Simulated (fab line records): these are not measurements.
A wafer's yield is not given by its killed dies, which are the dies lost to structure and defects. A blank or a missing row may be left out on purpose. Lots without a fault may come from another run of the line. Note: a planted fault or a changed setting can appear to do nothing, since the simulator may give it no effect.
Matching of chambers	flow nandHarc	rieDiel-13 running NHARC_A_STAIRCASE_DESCUM_443: 4 sister chambers
The step chemistry O2, time 3 s. 22 wafers are shown with their chamber, then 11 later ones without.

== WAFERS PAIRED WITH THEIR CHAMBERS ==
wafer	chamber	drypumpMotorCurrentA (A)	showerheadPlenumPTorr (Torr)	rfVppV (V)
L074.1	3	5.3	1.83	58.0
L074.3	0	6.4	1.85	58.0
L074.5	2	5.2	1.87	56.5
L076.1	3	5.2	1.83	56.8
L076.2	0	6.4	1.85	57.7
L076.3	2	5.2	1.87	56.3
L076.4	1	5.3	2.03	58.0
L076.5	1	5.3	2.03	58.8
L076.6	0	6.4	1.85	56.4
L078.2	1	5.3	2.03	58.4
L078.4	0	6.4	1.85	57.7
L078.6	2	5.2	1.87	57.0
L081.1	1	5.3	2.03	58.7
L081.2	3	5.3	1.83	58.2
L081.5	0	6.4	1.85	57.8
L083.1	1	5.3	2.02	58.4
L083.2	3	5.2	1.82	57.8
L083.3	2	5.2	1.86	58.3
L084.1	2	5.2	1.86	58.5
L084.3	0	6.3	1.84	58.2
L084.5	2	5.2	1.86	58.6
L085.1	1	5.3	2.02	58.4

SIGNATURES (means of the wafers above)
reading	chamber 0	chamber 1	chamber 2	chamber 3	scatter within a chamber
drypumpMotorCurrentA	6.383	5.300	5.200	5.250	0.0319
showerheadPlenumPTorr	1.8483	2.0267	1.8650	1.8275	0.00495
rfVppV	57.633	58.450	57.533	57.700	0.711
Rule: a wafer lies at a distance from a chamber equal to the root of the sum of squares, over the readings, of (its reading less the chamber's mean, divided by the reading's scatter). The wafer belongs to the nearest chamber; if the next one is less than 2 further off, it can't be placed. The scatter: the root of (the sum of the squares of (reading less its chamber's mean) over the shown wafers, divided by (wafers less chambers)).

== WAFERS MISSING THEIR CHAMBER ==
wafer	drypumpMotorCurrentA (A)	showerheadPlenumPTorr (Torr)	rfVppV (V)
L085.2	5.2	1.86	58.6
L085.5	6.4	1.84	57.7
L090.3	5.3	2.02	57.9
L090.5	5.2	1.85	56.0
L090.6	5.3	2.02	56.9
L093.2	5.2	1.81	59.1
L093.5	6.4	1.83	57.4
L093.6	5.2	1.81	58.4
L096.3	5.2	1.81	58.5
L096.4	5.3	2.01	58.5
L096.6	5.3	2.01	59.6

== WHICH CHAMBER EACH WENT THROUGH ==
wafer	from the rows above	in truth
L085.2	2	2
L085.5	0	0
L090.3	1	1
L090.5	can't be placed: 2 or 3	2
L090.6	1	1
L093.2	3	3
L093.5	0	0
L093.6	3	3
L096.3	3	3
L096.4	1	1
L096.6	1	1
Placed correctly: 10 of 11. Unplaceable from these rows: 1, with the true chamber sitting among the candidates in 1. Number placed wrongly: 0.
